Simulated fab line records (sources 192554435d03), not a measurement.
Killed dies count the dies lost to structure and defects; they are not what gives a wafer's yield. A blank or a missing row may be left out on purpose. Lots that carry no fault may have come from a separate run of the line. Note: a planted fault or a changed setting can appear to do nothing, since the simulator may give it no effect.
Which tool was responsible? | flow n5-finfet | 7 lots with 21 wafers sampled at 6 steps, on a route of 1938 steps

## WHAT EACH GAUGE READ, for each wafer
N5_BEOL_M4_RC_MEAS_101. Usual: DIBL_N 36.4 mV/V, standard deviation 2; DIBL_P 36.1 mV/V, standard deviation 2.5; IOFF_N 0.16 nA/um, standard deviation 0.037; IOFF_P 0.20 nA/um, standard deviation 0.038; ION_N 670 uA/um, standard deviation 13; ION_P 459 uA/um, standard deviation 8.3; SS_N 71.6 mV/dec, standard deviation 0.69; SS_P 73.3 mV/dec, standard deviation 0.72; VT_N 250 mV, standard deviation 3.4; VT_P -251 mV, standard deviation 3.1.
lot  | measured     | on        | DIBL_N (mV/V)  | DIBL_P (mV/V)  | IOFF_N (nA/um) | IOFF_P (nA/um) | ION_N (uA/um) | ION_P (uA/um) | SS_N (mV/dec)  | SS_P (mV/dec)  | VT_N (mV)   | VT_P (mV)      | flag
L234 | day 8 22:14  | prober-01 | 34.4 32.4 35.2 | 35.5 31.9 36.7 | 0.13 0.10 0.15 | 0.21 0.16 0.22 | 640 650 673   | 448 450 462   | 71.0 69.9 70.7 | 73.1 72.2 72.9 | 254 256 248 | -250 -253 -248 |
L238 | day 9 15:30  | prober-01 | 36.6 36.1 34.6 | 35.8 34.4 32.6 | 0.15 0.14 0.13 | 0.22 0.21 0.18 | 653 664 661   | 456 462 461   | 71.7 70.7 70.5 | 72.9 72.8 73.0 | 252 250 252 | -248 -249 -251 |
L250 | day 13 09:29 | prober-02 | 35.5 34.2 37.4 | 35.2 34.1 36.8 | 0.15 0.12 0.19 | 0.21 0.18 0.22 | 669 669 668   | 460 459 456   | 72.0 71.5 73.1 | 72.5 72.3 73.3 | 250 255 247 | -250 -251 -249 |
L251 | day 13 12:19 | prober-02 | 35.4 37.1 35.8 | 36.3 36.9 36.5 | 0.14 0.15 0.14 | 0.18 0.18 0.18 | 678 657 663   | 464 441 458   | 70.8 71.9 71.3 | 73.9 73.3 73.5 | 252 253 250 | -254 -256 -256 |
L252 | day 13 16:30 | prober-01 | 36.7 37.6 35.3 | 36.9 36.4 34.9 | 0.18 0.17 0.13 | 0.19 0.18 0.17 | 676 668 651   | 455 445 452   | 71.4 71.6 70.8 | 74.0 73.9 72.3 | 246 247 251 | -254 -255 -256 |

## WHICH TOOL RAN EACH LOT (tool, then ch and the chambers of the sampled wafers, then the start)
lot  | N5_BEOL_M0_SAQP_DESCUM_19          | N5_BEOL_M0_SAQP_ETCH_83            | N5_BEOL_M0_SAQP_HM_OPEN_112        | N5_BEOL_M0_SAQP_MANDREL_ETCH_103 | N5_BEOL_M0_SAQP_ETCH_106
L234 | rie-diel-06 ch 1,3, day 6 15:42    | rie-diel-06 ch 1,3, day 6 15:44    | rie-diel-06 ch 1,3, day 6 15:53    | rie-si-01 ch 0,2, day 6 17:26    | rie-diel-01 ch 1,3, day 6 17:59
L238 | rie-diel-06 ch 0,2, day 7 13:50    | rie-diel-06 ch 0,2, day 7 13:52    | rie-diel-06 ch 0,2, day 7 14:02    | rie-si-04 ch 0,1, day 7 15:51    | rie-diel-06 ch 0,2, day 7 16:36
L245 | rie-diel-06 ch 0,2,3, day 9 06:19  | rie-diel-06 ch 0,2,3, day 9 06:21  | rie-diel-06 ch 0,2,3, day 9 06:31  | rie-si-01 ch 0,1, day 9 08:35    | rie-diel-03 ch 0,1,3, day 9 09:08
L246 | rie-diel-01 ch 0,2,3, day 9 11:10  | rie-diel-01 ch 0,2,3, day 9 11:12  | rie-diel-01 ch 0,2,3, day 9 11:21  | rie-si-04 ch 0,3, day 9 13:05    | rie-diel-06 ch 0,3, day 9 13:36
L250 | rie-diel-03 ch 0,1,2, day 10 10:46 | rie-diel-03 ch 0,1,2, day 10 10:48 | rie-diel-03 ch 0,1,2, day 10 10:58 | rie-si-01 ch 0,1,2, day 10 12:34 | rie-diel-01 ch 0,2,3, day 10 13:05
L251 | rie-diel-06 ch 0,1,3, day 11 00:28 | rie-diel-06 ch 0,1,3, day 11 00:29 | rie-diel-06 ch 0,1,3, day 11 00:39 | rie-si-04 ch 1,2,3, day 11 02:27 | rie-diel-06 ch 0,2,3, day 11 02:58
L252 | rie-diel-01 ch 1,3, day 11 06:32   | rie-diel-01 ch 1,3, day 11 06:34   | rie-diel-01 ch 1,3, day 11 06:44   | rie-si-01 ch 0,1,3, day 11 08:19 | rie-diel-06 ch 0,2,3, day 11 08:52
- N5_BEOL_M0_SAQP_DESCUM_19: chemistry O2, time 7.9 s.
- N5_BEOL_M0_SAQP_ETCH_83: etches SiARC in CF4, target depth 39 nm, time 65 s.
- N5_BEOL_M0_SAQP_HM_OPEN_112: chemistry CHF3/O2, target SiO2, stops on a-Si, target depth 12 nm, time 13.5 s.
- N5_BEOL_M0_SAQP_MANDREL_ETCH_103: etches a-Si in HBr/Cl2, stops on SiCN, target depth 45 nm, bt time 10 s, time 27 s.
- N5_BEOL_M0_SAQP_ETCH_106: etches SOC in N2/H2, stops on SiNx, target depth 150 nm.

## AS READ BY THE TOOLS THEMSELVES (means over the sampled wafers that have a number; for cases with no such wafer, the mark the record gives instead)
N5_BEOL_M0_SAQP_DESCUM_19. Usual: drypump-motor-current-A 5.9 A, standard deviation 0.43; o2-flow-sccm 224.9 sccm, standard deviation 0.69; oes-product-au 0.77 a.u., standard deviation 0.073; rf-vpp-V 243.0 V, standard deviation 1.7; showerhead-plenum-p-Torr 2.07 Torr, standard deviation 0.088; throttle-valve-pct 20.4 %, standard deviation 0.36.
lot  | tool        | drypump-motor-current-A (A) | o2-flow-sccm (sccm) | oes-product-au (a.u.) | rf-vpp-V (V) | showerhead-plenum-p-Torr (Torr) | throttle-valve-pct (%) | flag
L234 | rie-diel-06 | 6.1                         | 225.0               | 0.84                  | 241.6        | 2.02                            | 20.0                   |
L238 | rie-diel-06 | 6.2                         | 224.8               | 0.74                  | 242.4        | 2.02                            | 20.4                   |
L245 | rie-diel-06 | 6.0                         | 224.4               | 0.74                  | 240.9        | 1.99                            | 20.4                   |
L246 | rie-diel-01 | 5.4                         | 224.9               | 0.72                  | 244.2        | 2.12                            | 20.7                   |
L250 | rie-diel-03 | 6.2                         | 225.3               | 0.70                  | 243.7        | 2.10                            | 20.7                   |
L251 | rie-diel-06 | 6.3                         | 225.0               | 0.79                  | 242.0        | 2.03                            | 20.1                   |
L252 | rie-diel-01 | 5.5                         | 224.9               | 0.85                  | 243.4        | 2.10                            | 20.4                   |

N5_BEOL_M0_SAQP_ETCH_83. Usual: bias-w 36.00 W, standard deviation 0.11; cf4-flow-sccm 99.96 sccm, standard deviation 0.28; drypump-motor-current-A 5.9 A, standard deviation 0.43; etch-rf-on-time-s 64.7 s, standard deviation 2.2; oes-product-au 0.65 a.u., standard deviation 0.062; rf-vpp-V 183.8 V, standard deviation 1.4; showerhead-plenum-p-Torr 2.13 Torr, standard deviation 0.087; throttle-valve-pct 15.7 %, standard deviation 0.31.
lot  | tool        | bias-w (W) | cf4-flow-sccm (sccm) | drypump-motor-current-A (A) | etch-rf-on-time-s (s) | oes-product-au (a.u.) | rf-vpp-V (V) | showerhead-plenum-p-Torr (Torr) | throttle-valve-pct (%) | flag
L234 | rie-diel-06 | 36.14      | 99.98                | 6.1                         | 63.4                  | 0.71                  | 183.2        | 2.08                            | 15.3                   |
L238 | rie-diel-06 | 35.93      | 100.01               | 6.2                         | 63.2                  | 0.64                  | 182.4        | 2.06                            | 15.6                   |
L245 | rie-diel-06 | 36.04      | 99.70                | 6.0                         | 63.4                  | 0.64                  | 183.2        | 2.04                            | 15.6                   |
L246 | rie-diel-01 | 35.97      | 99.81                | 5.4                         | 65.6                  | 0.61                  | 183.5        | 2.17                            | 15.9                   |
L250 | rie-diel-03 | 35.99      | 100.00               | 6.2                         | 67.1                  | 0.59                  | 183.9        | 2.16                            | 16.0                   |
L251 | rie-diel-06 | 35.87      | 99.93                | 6.3                         | 63.6                  | 0.67                  | 183.6        | 2.09                            | 15.4                   |
L252 | rie-diel-01 | 35.97      | 100.02               | 5.5                         | 65.0                  | 0.73                  | 184.0        | 2.18                            | 15.8                   |

N5_BEOL_M0_SAQP_HM_OPEN_112. Usual: drypump-motor-current-A 5.9 A, standard deviation 0.43; oes-product-au 0.50 a.u., standard deviation 0.044; rf-vpp-V 521 V, standard deviation 18; showerhead-plenum-p-Torr 2.40 Torr, standard deviation 0.096; throttle-valve-pct 18.93 %, standard deviation 0.29.
lot  | tool        | drypump-motor-current-A (A) | oes-product-au (a.u.) | rf-vpp-V (V) | showerhead-plenum-p-Torr (Torr) | throttle-valve-pct (%) | flag
L234 | rie-diel-06 | 6.0                         | 0.54                  | 508          | 2.35                            | 18.65                  |
L238 | rie-diel-06 | 6.2                         | 0.48                  | 512          | 2.33                            | 18.84                  |
L245 | rie-diel-06 | 6.0                         | 0.48                  | 510          | 2.31                            | 18.87                  |
L246 | rie-diel-01 | 5.4                         | 0.48                  | 519          | 2.43                            | 19.10                  |
L250 | rie-diel-03 | 6.2                         | 0.46                  | 538          | 2.43                            | 19.16                  |
L251 | rie-diel-06 | 6.3                         | 0.51                  | 510          | 2.36                            | 18.67                  |
L252 | rie-diel-01 | 5.5                         | 0.55                  | 518          | 2.45                            | 19.00                  |

N5_BEOL_M0_SAQP_MANDREL_ETCH_103. Usual: HBr_flow_sccm 150.0 sccm, standard deviation 0.45; bias-w 75.03 W, standard deviation 0.24; drypump-motor-current-A 5.6 A, standard deviation 0.44; oes-product-au 0.672 a.u., standard deviation 0.012; throttle-valve-pct 35.5 %, standard deviation 0.33.
lot  | tool      | HBr_flow_sccm (sccm) | bias-w (W) | drypump-motor-current-A (A) | oes-product-au (a.u.) | throttle-valve-pct (%) | flag
L234 | rie-si-01 | 149.9                | 75.10      | 5.5                         | 0.658                 | 35.3                   |
L238 | rie-si-04 | 149.7                | 75.34      | 5.5                         | 0.663                 | 35.5                   |
L245 | rie-si-01 | -                    | -          | -                           | -                     | -                      | OFF
L246 | rie-si-04 | -                    | -          | -                           | -                     | -                      | OFF
L250 | rie-si-01 | 149.9                | 75.16      | 5.3                         | 0.670                 | 35.3                   |
L251 | rie-si-04 | 150.1                | 74.74      | 5.9                         | 0.668                 | 35.6                   |
L252 | rie-si-01 | 150.5                | 75.16      | 5.3                         | 0.679                 | 35.4                   |

N5_BEOL_M0_SAQP_ETCH_106. Usual: bias-w is 60.98 W with standard deviation 0.16, chamber-pressure-mTorr is 29.999 mTorr with standard deviation 0.029, drypump-motor-current-A is 6.0 A with standard deviation 0.45, oes-product-au is 0.77 a.u. with standard deviation 0.078, rf-vpp-V is 240.5 V with standard deviation 1.7, showerhead-plenum-p-Torr is 2.53 Torr with standard deviation 0.12, and throttle-valve-pct is 17.87 % with standard deviation 0.26.
lot  | tool        | bias-w (W) | chamber-pressure-mTorr (mTorr) | drypump-motor-current-A (A) | oes-product-au (a.u.) | rf-vpp-V (V) | showerhead-plenum-p-Torr (Torr) | throttle-valve-pct (%) | flag
L234 | rie-diel-01 | 60.78      | 30.001                         | 5.5                         | 0.72                  | 241.0        | 2.59                            | 18.20                  |
L238 | rie-diel-06 | 61.20      | 29.997                         | 6.0                         | 0.71                  | 239.4        | 2.47                            | 17.99                  |
L245 | rie-diel-03 | 60.82      | 29.974                         | 6.1                         | 0.28                  | 240.0        | 2.51                            | 17.90                  | OFF
L246 | rie-diel-06 | 61.14      | 29.991                         | 6.1                         | 0.29                  | 238.3        | 2.38                            | 17.56                  | OFF
L250 | rie-diel-01 | 60.94      | 29.953                         | 5.4                         | 0.71                  | 240.5        | 2.58                            | 18.21                  |
L251 | rie-diel-06 | 61.11      | 29.997                         | 6.0                         | 0.81                  | 239.0        | 2.41                            | 17.68                  |
L252 | rie-diel-06 | 61.14      | 30.006                         | 6.0                         | 0.81                  | 239.3        | 2.41                            | 17.69                  |

## THE ANSWER, worked out from the rows above alone
Rule: a lot is off if the mean of its wafers that have a number lies more than 3 standard deviations from the usual mean. A lot without any number at a reading at which 4 lots or more have one is off too. Any other lot the step has rows for is counted as sound. Order of review: gauges by route order, followed by the tools' own readings, for which a lot's mean as printed above is used. At the first step where some lot is off, the reading lying furthest off is the one used; lots without a number count as furthest.
Off: L245, L246, at N5_BEOL_M0_SAQP_MANDREL_ETCH_103 (HBr_flow_sccm). Without a number there: L245, L246.
A tool fits if, at that step or a process step before it, it ran every lot that is off, and no sound lot after the first of them. No candidate that was tried fits.

## WHAT THE SIMULATOR HAD INSERTED
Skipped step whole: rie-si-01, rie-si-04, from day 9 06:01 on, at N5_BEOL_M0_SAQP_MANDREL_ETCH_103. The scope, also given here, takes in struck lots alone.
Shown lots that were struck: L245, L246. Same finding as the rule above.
